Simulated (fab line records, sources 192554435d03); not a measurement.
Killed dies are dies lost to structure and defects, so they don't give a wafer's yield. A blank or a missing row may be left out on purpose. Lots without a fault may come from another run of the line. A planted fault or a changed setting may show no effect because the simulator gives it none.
One fault seen from 3 desks | flow n5_finfet | each desk has only its own numbers; what lay behind them comes last

THE DEFECT DESK
What the inspections along the route counted, lot by lot: means of the sampled wafers that have a number. A lot is out of limits, marked OUT, if its mean lies more than 4 standard deviations from the usual mean; the brackets give that distance.
Columns: A = raw_defect_count at N5_BEOL_M7_INSPECT_13, usual 493; B = raw_defect_count at N5_BEOL_M7_INSPECT_30, usual 492
lot  | first seen here | A               | B
L759 | day 11 21:52    | 438             | 456
L762 | day 12 03:47    | 412             | 425
L760 | day 12 03:58    | 608             | 600
L763 | day 12 11:35    | 370             | 364
L770 | day 14 02:48    | 1174 (+5.7) OUT | 1197 (+5.9) OUT
L773 | day 14 10:28    | 389             | 371
L775 | day 14 14:26    | 562             | 560
L776 | day 15 21:25    | 371             | 366
L772 | day 16 00:50    | 509             | 504
L779 | day 17 07:11    | 539             | 542
This desk's finding: out of limits on L770; first on L770, day 14 02:48 (raw_defect_count at N5_BEOL_M7_INSPECT_13). In limits: L759, L762, L760, L763, L773, L775, L776, L772, L779.

THE METROLOGY DESK
What the gauges read, lot by lot, whatever tool the lot ran on: means of the sampled wafers that have a number. A lot is out of limits, marked OUT, if its mean lies more than 4 standard deviations from the usual mean; the brackets give that distance.
Columns: A = cd_nm at N5_BEOL_M7_CD_MEAS_18, usual 39.9 nm
lot  | first seen here | A
L759 | day 11 22:34    | 39.8
L762 | day 12 04:25    | 39.7
L760 | day 12 04:51    | 39.9
L763 | day 12 12:09    | 39.5
L770 | day 14 03:23    | 40.4
L773 | day 14 11:02    | 39.5
L775 | day 14 15:00    | 40.6
L776 | day 15 22:04    | 39.9
L772 | day 16 01:49    | 39.8
L779 | day 17 07:55    | 39.4
This desk's finding: nothing out of limits on any of the 10 lots.

THE TOOL OWNER'S DESK: pvd_sputter-03
The tool's own readings at N5_BEOL_M7_HM_DEP_02 (deposits TiN, target thk 20 nm): means of the sampled wafers that have a number, for each lot that ran on this tool. A lot is out of limits, marked OUT, if its mean lies more than 4 standard deviations from the usual mean; the brackets give that distance.
Columns: A = throttle_valve_pct at N5_BEOL_M7_HM_DEP_02, usual 29.5 %
lot  | first seen here | A
L762 | day 12 03:14    | 30.6
L760 | day 12 03:20    | 29.1
L770 | day 14 02:15    | 28.8
L779 | day 17 06:38    | 28.7
This desk's finding: nothing out of limits on any of the 4 lots.

PUT TOGETHER
The defect desk could have raised an alarm at day 14 02:48, on L770.
The metrology desk saw nothing out of limits.
The tool owner's desk saw nothing out of limits.
The metrology desk has L770 on record, within its limits.
The tool owner's desk has L770 on record, within its limits.
Of the lots named, all ran N5_BEOL_M7_HM_DEP_02 on pvd_sputter-03.

WHAT THE SIMULATOR HAD PUT IN
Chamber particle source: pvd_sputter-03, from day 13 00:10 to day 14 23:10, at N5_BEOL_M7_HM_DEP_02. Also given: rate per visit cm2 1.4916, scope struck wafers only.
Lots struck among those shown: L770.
Hours from the fault's start to each desk's first reading out of limits: the defect desk, 27.
